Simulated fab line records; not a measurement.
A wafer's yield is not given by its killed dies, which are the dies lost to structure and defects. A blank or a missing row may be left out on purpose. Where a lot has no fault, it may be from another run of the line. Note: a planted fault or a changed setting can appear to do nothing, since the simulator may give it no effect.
fab line records | flow n5Finfet
record: lots: 6 wafers: 18 lastDay: 21
route steps=1938 shown BEOL_M1@821 BEOL_M4@1111 PASSIVATION@1936
lots that met no fault: from a run of the same line without faults
startH: hours from the record's opening day to when the first of the lot's shown wafers began | waitH: time in hours since the lot's previous step | " as in the row above | L1.1+2: a single row standing in for several wafers | - either no value or no given start | * or withheld: withheld | < > ~ a bound
route shown NAME@n: NAME is a module with steps in the file, n the number in the route of the first one | usual: the fault-free wafers' mean and standard deviation | same: alike in all rows | chamber/n: place in a boat | sites: readings site by site | _std_site: the standard deviation of these | _edge_site: the outer-site mean with the inner-site mean subtracted | radiusMm: how far each site lies from the wafer's centre | mask NAME#n: copy n | behind: the most recent tool/chamber to have shaped the wafer | hold: what put the lot on hold/how long, in hours/how the hold closed | device: names the non-switching transistor (n, p or np) | end of line: tests run on the same wafers once the route is complete | a step without rows: its recipe alone | killed: count of dies lost to structure and defects at first sort (not the wafer's yield) | map: a wafer's dies, marking killed ones x, the rest . and places with no die _
set.NAME: the setting as run; set.NAME@STEP: as run at that earlier step | model.NAME: the simulator's own value behind a step, which no gauge read
lots seen at some steps along the route; tables by step, rows by wafer
services: when a tool's chamber went out of use (startH, in hours from the record's first day, below 0 if earlier), for how many hours, and the reason
== steps ==
step: N5_BEOL_M1_ANNEAL_87
recipe: tempC: 400 timeS: 240 ambient: vacuum
usual: heaterPowerW: 815/110
columns lot.wafer tool chamber startH waitH heaterPowerW
L276.2 pvdSputter-02 - 169.33 0.0 802
L276.3 " - " " 767
L276.6 " - " " 1010
L281.2 pvdSputter-02 - 173.01 0.0 756
L281.3 " - " " 667
L281.6 " - " " 666
L285.2 pvdSputter-01 - 201.78 0.0 696
L285.4 " - " " 753
L285.6 " - " " 757
L288.3 pvdSputter-02 - 215.38 0.0 1028
L288.4 " - " " 686
L288.5 " - " " 673
L291.1 pvdSputter-03 - 231.13 0.0 778
L291.4 " - " " 792
L291.5 " - " " 762
L296.2 pvdSputter-01 - 260.89 0.0 717
L296.4 " - " " 1026
L296.5 " - " " 695
step: N5_BEOL_M1_SPUTTER_88
recipe: material: Cu targetThkA: 45 tempC: -20 chamberPressurePa: 0.07 powerW: withheld timeS: 8.29
usual: throttleValvePct: 30.2/1.3
columns lot.wafer tool chamber startH waitH throttleValvePct
L276.2 pvdSputter-02 - 169.47 0.1 30.6
L276.3 " - " " 30.5
L276.6 " - " " 30.8
L281.2 pvdSputter-02 - 173.15 0.1 30.7
L281.3 " - " " 28.9
L281.6 " - " " 28.7
L285.2 pvdSputter-01 - 201.92 0.1 30.0
L285.4 " - " " 31.4
L285.6 " - " " 31.6
L288.3 pvdSputter-02 - 215.52 0.1 30.4
L288.4 " - " " 29.1
L288.5 " - " " 28.9
L291.1 pvdSputter-03 - 231.27 0.1 28.5
L291.4 " - " " 28.9
L291.5 " - " " 28.4
L296.2 pvdSputter-01 - 261.03 0.1 30.1
L296.4 " - " " 31.9
L296.5 " - " " 30.1
step: N5_BEOL_M1_ANNEAL_89
recipe: tempC: 400 timeS: 240 ambient: vacuum
step: N5_BEOL_M1_SPUTTER_90
recipe: material: Cu targetThkA: 45 tempC: -20 chamberPressurePa: 0.07 powerW: withheld timeS: 8.29
step: N5_BEOL_M1_ANNEAL_91
recipe: tempC: 400 timeS: 240 ambient: vacuum
step: N5_BEOL_M1_SPUTTER_92
recipe: material: Cu targetThkA: 45 tempC: -20 chamberPressurePa: 0.07 powerW: withheld timeS: 8.29
usual: throttleValvePct: 30.2/1.3
columns lot.wafer tool chamber startH waitH throttleValvePct
L276.2 pvdSputter-02 - 169.91 0.1 30.4
L276.3 " - " " 30.2
L276.6 " - " " 30.6
L281.2 pvdSputter-02 - 175.00 0.1 30.3
L281.3 " - " " 28.9
L281.6 " - " " 28.7
L285.2 pvdSputter-01 - 202.36 0.1 30.2
L285.4 " - " " 31.6
L285.6 " - " " 31.7
L288.3 pvdSputter-02 - 215.96 0.1 30.5
L288.4 " - " " 29.1
L288.5 " - " " 28.9
L291.1 pvdSputter-03 - 231.71 0.1 28.5
L291.4 " - " " 28.8
L291.5 " - " " 28.5
L296.2 pvdSputter-01 - 261.47 0.1 30.1
L296.4 " - " " 32.1
L296.5 " - " " 29.9
step: N5_BEOL_M1_ANNEAL_93
recipe: tempC: 400 timeS: 240 ambient: vacuum
step: N5_BEOL_M1_SPUTTER_94
recipe: material: Cu targetThkA: 45 tempC: -20 chamberPressurePa: 0.07 powerW: withheld timeS: 8.29
step: N5_BEOL_M1_ANNEAL_95
recipe: tempC: 400 timeS: 240 ambient: vacuum
step: N5_BEOL_M1_SPUTTER_96
recipe: material: Cu targetThkA: 45 tempC: -20 chamberPressurePa: 0.07 powerW: withheld timeS: 8.29
usual: throttleValvePct: 30.2/1.3
columns lot.wafer tool chamber startH waitH throttleValvePct
L276.2 pvdSputter-02 - 170.35 0.1 30.4
L276.3 " - " " 30.4
L276.6 " - " " 30.4
L281.2 pvdSputter-02 - 175.44 0.1 30.3
L281.3 " - " " 28.8
L281.6 " - " " 28.9
L285.2 pvdSputter-01 - 202.80 0.1 30.1
L285.4 " - " " 31.5
L285.6 " - " " 31.2
L288.3 pvdSputter-02 - 216.40 0.1 30.7
L288.4 " - " " 28.8
L288.5 " - " " 28.8
L291.1 pvdSputter-03 - 232.15 0.1 28.4
L291.4 " - " " 28.7
L291.5 " - " " 28.3
L296.2 pvdSputter-01 - 261.91 0.1 30.1
L296.4 " - " " 31.9
L296.5 " - " " 30.1
step: N5_BEOL_M1_ECD_50
recipe: material: Cu targetThkA: 3000
step: N5_BEOL_M1_ANNEAL_51
recipe: tempC: 225 timeS: 90 ambient: N2
usual: wafer_temp_C_max: 225.87/0.2
columns lot.wafer tool chamber startH waitH wafer_temp_C_max
L276.2 rtpAnneal-01 0 171.00 0.4 225.87
L276.3 " 0 " " 225.91
L276.6 " 0 " " 225.98
L281.2 rtpAnneal-01 0 175.90 0.3 225.82
L281.3 " 0 " " 225.92
L281.6 " 0 " " 226.18
L285.2 rtpAnneal-02 0 203.04 0.1 225.95
L285.4 " 0 " " 225.63
L285.6 " 0 " " 225.49
L288.3 rtpAnneal-02 0 216.69 0.1 226.02
L288.4 " 0 " " 226.17
L288.5 " 0 " " 225.84
L291.1 rtpAnneal-02 0 232.43 0.1 226.01
L291.4 " 0 " " 225.87
L291.5 " 0 " " 225.71
L296.2 rtpAnneal-02 0 262.15 0.1 225.66
L296.4 " 0 " " 225.92
L296.5 " 0 " " 225.88
step: N5_BEOL_M1_CMP_52
recipe: stopOn: SiOC tOverpolishS: 6.8 downForcePsi: 1 platenRpm: 50 clearingPlatenDownForcePsi: 1.5 clearingPlatenRpm: 50 postCmpClean: cuAlkaline targetThkNm: 40 clearingPlatenPadVelocityMS: 0.99484 padVelocityMS: 0.99484
usual: barrierFieldEndpointS: 24.4/0.89 motorCurrentA: 5.9/0.65 overpolishRunS: 6.800/0.01 platenRpm: 50.00/0.033 retainingRingPressureFrac: 1.001/0.0054 timeToEndpointS: 61/4.8
columns lot.wafer tool chamber startH waitH barrierFieldEndpointS motorCurrentA overpolishRunS platenRpm retainingRingPressureFrac timeToEndpointS
L276.2 cmp-02 2 171.30 0.3 23.3 4.6 6.803 49.97 1.004 58
L276.3 " 3 " " 24.1 5.9 6.798 49.99 0.997 60
L276.6 " 1 " " 23.3 5.0 6.793 49.97 0.999 56
L281.2 cmp-01 2 176.36 0.4 24.1 5.5 6.799 50.00 1.006 63
L281.3 " 3 " " 23.9 5.3 6.797 50.02 0.997 59
L281.6 " 3 " " 24.3 5.2 6.791 49.96 1.005 61
L285.2 cmp-01 2 203.33 0.2 24.9 5.6 6.790 49.93 1.002 64
L285.4 " 3 " " 13.4 5.3 6.790 50.01 1.009 35
L285.6 " 1 " " 14.5 6.8 6.798 50.01 0.998 42
L288.4 cmp-03 0 216.90 0.1 24.6 6.2 6.801 49.95 1.006 59
L288.3 " 2 " " 24.3 5.9 6.794 49.98 0.996 56
L288.5 " 1 " " 25.3 6.1 6.808 50.00 1.005 64
L291.1 cmp-01 0 232.72 0.3 25.5 6.7 6.797 49.99 0.997 68
L291.4 " 3 " " 13.7 5.1 6.789 49.97 0.995 30
L291.5 " 1 " " 26.0 6.6 6.787 50.00 1.009 68
L296.2 cmp-03 3 262.44 0.2 24.1 6.2 6.796 49.97 1.011 61
L296.4 " 1 " " 23.7 6.0 6.806 50.01 0.994 60
L296.5 " 3 " " 23.6 6.5 6.796 49.99 0.995 57
step: N5_BEOL_M4_RC_MEAS_101
usual: DIBL_N: 37.7/2 DIBL_P: 37.7/2.3 IOFF_N: 0.18/0.039 IOFF_P: 0.23/0.042 ION_N: 681/12 ION_P: 463/8 SS_N: 71.9/0.68 SS_P: 73.6/0.71 VT_N: 248/3.2 VT_P: -249/3.1
columns lot.wafer tool chamber startH waitH DIBL_N[mV/V] DIBL_P[mV/V] IOFF_N[nA/um] IOFF_P[nA/um] ION_N[uA/um] ION_P[uA/um] SS_N[mV/dec] SS_P[mV/dec] VT_N[mV] VT_P[mV]
L276.2 prober-01 0 274.08 0.2 36.4 34.7 0.17 0.20 700 469 71.9 72.9 246 -253
L276.3 " 0 " " 37.5 35.6 0.19 0.20 681 456 71.8 73.0 245 -250
L276.6 " 0 " " 35.1 33.7 0.15 0.19 683 466 71.0 72.4 248 -251
L281.2 prober-01 0 305.45 0.2 38.0 39.8 0.20 0.25 684 466 72.1 75.0 244 -250
L281.3 " 0 " " 36.3 37.4 0.16 0.19 685 465 72.2 73.8 250 -249
L281.6 " 0 " " 36.6 38.5 0.18 0.22 701 473 72.0 73.5 244 -249
L285.2 prober-02 0 323.25 0.2 37.2 38.4 0.23 0.23 688 460 72.1 73.7 244 -251
L285.4 " 0 " " 32.6 33.4 0.13 0.17 686 460 70.9 72.3 247 -251
L285.6 " 0 " " 36.5 37.8 0.20 0.22 686 462 72.0 73.3 246 -248
L288.3 prober-01 0 353.74 0.3 38.3 39.9 0.20 0.27 686 470 71.7 74.0 247 -245
L288.4 " 0 " " 36.3 36.5 0.15 0.20 675 457 71.1 73.2 255 -250
L288.5 " 0 " " 39.0 39.5 0.20 0.25 683 468 71.8 74.2 247 -251
L291.1 prober-02 0 358.09 0.0 38.6 40.4 0.19 0.24 691 463 72.3 74.5 250 -251
L291.4 " 0 " " 37.7 39.5 0.18 0.22 686 462 71.9 73.5 245 -251
L291.5 " 0 " " 36.3 36.7 0.15 0.20 661 452 71.0 72.9 252 -253
L296.2 prober-02 0 386.03 0.2 35.5 34.6 0.14 0.18 679 460 72.0 73.1 250 -251
L296.4 " 0 " " 39.0 39.1 0.19 0.24 673 460 71.9 73.8 249 -250
L296.5 " 0 " " 34.2 33.2 0.12 0.16 670 461 70.5 72.4 250 -251
step: N5_PASSIVATION_PROBE_49
usual: defectLimitedYield: 91.1/1.4 killed_at_M0_to_M3: 34/9.6 killed_at_M4_up: 15/5.3 killedAtContacts: 12/6.1 killedAtFrontEnd: 40/11 killedAtOther: 3.5/2.8 killedDies: 105/17 killedOpen: 70/12 killedShort: 34/7.7 sort_bin_5_function: 5.2/0.97 sort_bin_6_memory: 3.4/0.62 sortNPass: 1075/17 sortYieldPct: 91.1/1.4
same: grossDies: 1180 killedAtBackSide: 0 sort_bin_4_leakage[%]: 0 sort_bin_8_speed[%]: 0
columns lot.wafer tool chamber startH waitH defectLimitedYield[%] killed_at_M0_to_M3 killed_at_M4_up killedAtContacts killedAtFrontEnd killedAtOther killedDies killedOpen killedShort sort_bin_5_function[%] sort_bin_6_memory[%] sortNPass sortYieldPct[%]
L285.2 prober-01 - 435.78 0.1 91.8 31 15 12 35 4 97 68 28 4.7 3.3 1083 91.8
L285.4 prober-01 - 435.88 0.2 92.8 35 15 5 27 3 85 58 27 4.7 2.5 1095 92.8
L285.6 prober-01 - 435.98 0.3 93.1 41 8 5 25 2 81 61 19 4.2 2.6 1099 93.1
L288.5 prober-01 - 454.67 0.5 91.9 36 10 18 31 0 95 66 29 5.0 2.9 1085 91.9
L291.1 prober-01 - 456.93 0.0 93.1 29 15 6 30 1 81 45 21 3.3 2.2 1099 93.1
L291.4 prober-01 - 457.08 0.2 91.8 28 15 16 34 4 97 73 24 4.9 3.2 1083 91.8
L291.5 prober-01 - 457.13 0.2 90.5 25 15 8 62 2 112 64 35 5.5 2.5 1068 90.5
L296.4 prober-01 - 500.63 0.2 89.9 47 13 23 29 7 119 82 37 5.7 3.8 1061 89.9
killed by level:class
L285.2 MOL_CONTACT_COAG:geometricParticle:open=9 BEOL_M3:geometricParticle:open=9 BEOL_M2:geometricParticle:open=7 BEOL_M5:geometricParticle:open=7 STARTING-WAFER:geometricParticle:open=6 FIN_SAQP:geometricParticle:short=5 DUMMY_GATE:geometricParticle:open=5 BEOL_M0_SAQP:geometricParticle:short=5
L285.4 BEOL_M2:geometricParticle:open=10 FIN_SAQP:geometricParticle:open=8 BEOL_M3:geometricParticle:open=7 BEOL_M0_SAQP:geometricParticle:short=6 BEOL_M4:geometricParticle:open=6 FIN_SAQP:geometricParticle:short=5 DUMMY_GATE:geometricParticle:open=5 MOL_CONTACT_COAG:geometricParticle:open=5
L285.6 BEOL_M3:geometricParticle:open=12 BEOL_M2:geometricParticle:open=9 BEOL_M0_SAQP:geometricParticle:open=8 FIN_SAQP:geometricParticle:short=6 FIN_SAQP:geometricParticle:open=5 MOL_CONTACT_COAG:geometricParticle:open=5 BEOL_M3:geometricParticle:short=5 BEOL_M4:geometricParticle:open=5
L288.5 MOL_CONTACT_COAG:geometricParticle:open=14 BEOL_M2:geometricParticle:open=14 BEOL_M1:geometricParticle:open=10 FIN_SAQP:geometricParticle:short=7 FIN_SAQP:geometricParticle:open=6 GATE_CUT:geometricParticle:open=5 STI_FIN_REVEAL:geometricParticle:open=4 MOL_CONTACT_COAG:geometricParticle:short=4
L291.1 HKMG_FIN:areaEtch=15 BEOL_M2:geometricParticle:open=10 BEOL_M0_SAQP:geometricParticle:short=8 BEOL_M0_SAQP:geometricParticle:open=6 MOL_CONTACT_COAG:geometricParticle:open=5 BEOL_M4:geometricParticle:open=4 DUMMY_GATE:geometricParticle:open=3 BEOL_M5:geometricParticle:open=3
L291.4 MOL_CONTACT_COAG:geometricParticle:open=13 STI_FIN_REVEAL:geometricParticle:open=8 DUMMY_GATE:geometricParticle:open=8 BEOL_M2:geometricParticle:open=8 BEOL_M0_SAQP:geometricParticle:short=7 BEOL_M3:geometricParticle:open=6 BEOL_M6:geometricParticle:open=6 STARTING-WAFER:geometricParticle:open=4
L291.5 STI_FIN_REVEAL:geometricParticle:open=12 DUMMY_GATE:geometricParticle:open=12 HKMG_FIN:areaEtch=12 BEOL_M4:geometricParticle:open=8 FIN_SAQP:geometricParticle:short=7 MOL_CONTACT_COAG:geometricParticle:open=6 BEOL_M0_SAQP:geometricParticle:short=6 BEOL_M0_SAQP:geometricParticle:open=5
L296.4 MOL_CONTACT_COAG:geometricParticle:open=18 BEOL_M3:geometricParticle:open=18 STI_FIN_REVEAL:geometricParticle:open=13 BEOL_M0_SAQP:geometricParticle:open=7 MOL_CONTACT_COAG:geometricParticle:short=5 BEOL_M0_SAQP:geometricParticle:short=5 BEOL_M1:geometricParticle:open=5 BEOL_M3:geometricParticle:short=4
== services ==
columns tool chamber startH hours kind
cmp-02 - 156.03 8.3 repair
cmp-02 - 177.05 3.1 repair
rtpAnneal-01 - 179.09 1.0 pm
cmp-03 - 185.93 5.7 pm
pvdSputter-03 - 189.21 0.6 repair
cmp-02 - 197.21 0.7 repair
cmp-02 - 202.14 4.0 pm
cmp-02 - 206.14 - consumableReplace:conditioner
cmp-02 - 206.14 - consumableReplace:pad
cmp-01 - 206.67 2.5 repair
cmp-03 - 229.64 2.4 repair
cmp-03 - 245.03 4.0 pm
cmp-03 - 249.03 - consumableReplace:conditioner
cmp-03 - 249.03 - consumableReplace:pad
pvdSputter-02 - 256.23 2.3 repair
== key ==
firstSign: step: N5_BEOL_M1_CMP_52 reading: barrierFieldEndpointS direction: down sigmas: 12 usual: 24.4 struck: 13.9
effect: step: N5_BEOL_M1_CMP_52 reading: timeToEndpointS direction: down sigmas: 5.2 usual: * struck: *
metAt N5_BEOL_M1_CMP_52
struckWafers L285.4,L285.6,L291.4
baselineLoss: step: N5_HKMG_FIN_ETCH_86 wafers: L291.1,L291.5
onsetBetween 176.36 203.33
fault: kind: processParameterDrift tool: cmp-01 chamber: - onsetH: 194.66 steps: N5_BEOL_M1_CMP_52 channel: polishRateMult offset: 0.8 shape: step endH: 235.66 scope: struckWafersOnly
baselineLoss: these wafers lose ten dies or more at that step, a loss of the line's own and not of a fault; the sort's usual values leave them out
